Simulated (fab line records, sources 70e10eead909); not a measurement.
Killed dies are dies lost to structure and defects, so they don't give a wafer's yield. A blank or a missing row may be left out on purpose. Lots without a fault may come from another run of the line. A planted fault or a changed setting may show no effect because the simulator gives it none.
A struck lot beside a sound one | flow nand_harc | 14 steps out of a route of 1159
Sound: wafers L671.2, L671.4, L671.6. Struck: wafers L676.1, L676.4, L676.6. The cause comes at the end.
At each step with rows: each side's tool, then ch and its chambers, then its first start. Under that, the readings that differ: sound wafers | struck wafers | difference of the means | sigmas: that difference in standard deviations of wafers without a fault.
alike: readings whose means differ by less than 2 such deviations, and words and numbers that are the same on both sides. not compared: withheld readings, readings that some wafer has no value for, bounds like >300 that may hide the same value, and numbers for which the record gives no deviation and whose values overlap.
The two part at a step that has a row with sigmas, a row that says differs or no value, or rows on one side only. Numbers that don't overlap but have no deviation are shown without sigmas and don't part them. A reading that every wafer of one side lacks parts them only if that side has two wafers or more.

first, 2 steps without rows for these wafers: NHARC_A_SOURCE_PLATE_CVD_03 (deposits poly-Si, target thk 200 nm, time 4000 s); NHARC_A_SOURCE_PLATE_ANNEAL_05 (time 1800 s).
NHARC_A_SOURCE_PLATE_THK_MEAS_06: measures by ellipsometry.
  sound on film_metro-02, day 8 02:22; struck on film_metro-02, day 9 01:25
  alike: thk_nm
NHARC_A_SOURCE_PLATE_INSPECT_08:
  sound on defect_inspect-01, day 8 02:26; struck on defect_inspect-01, day 9 01:29
  alike: raw_defect_count
then, 1 step without rows for these wafers: NHARC_A_ONON_D1_DEP_00 (target thk 1000 nm).
NHARC_A_ONON_D1_THK_MEAS_02: measures by ellipsometry.
  sound on film_metro-01, day 8 03:01; struck on film_metro-02, day 9 02:03
  alike: thk_nm
then, 1 step without rows for these wafers: NHARC_A_ONON_D1_DEP_03 (target thk 1000 nm).
NHARC_A_ONON_D1_THK_MEAS_05: measures by ellipsometry.
  sound on film_metro-02, day 8 03:34; struck on film_metro-02, day 9 02:37
  alike: thk_nm
then, 1 step without rows for these wafers: NHARC_A_ONON_D1_DEP_06 (target thk 1000 nm).
NHARC_A_ONON_D1_THK_MEAS_08: measures by ellipsometry.
  sound on film_metro-02, day 8 04:08; struck on film_metro-01, day 9 03:11
  alike: thk_nm
NHARC_A_ONON_D1_DEP_09: target thk 1000 nm.
  sound on pecvd_onon-02 ch 0, day 8 04:15; struck on pecvd_onon-02 ch 0, day 9 03:14
NHARC_A_ONON_D1_THK_MEAS_11: measures by ellipsometry.
  sound on film_metro-01, day 8 04:43; struck on film_metro-01, day 9 03:45
  reading     | sound       | struck      | difference | sigmas
  thk_nm (nm) | 999 998 998 | 756 758 757 | -241       | -24
then, 1 step without rows for these wafers: NHARC_A_ONON_D1_DEP_12 (target thk 1000 nm).
-- the record jumps here: 12 days lie between the struck wafers' starts before and after (it left off in module A_ONON_D1 and takes up again in module END, whose first step shown is number 1159 of the route) --
NHARC_END_SORT_01:
  the record has rows for the struck wafers here (prober-02 ch 0, day 21 09:10) and none for the sound ones

WHERE THEY PART
First at NHARC_A_ONON_D1_THK_MEAS_11; last, within this record, at NHARC_END_SORT_01.

WHY: what the simulator had put in
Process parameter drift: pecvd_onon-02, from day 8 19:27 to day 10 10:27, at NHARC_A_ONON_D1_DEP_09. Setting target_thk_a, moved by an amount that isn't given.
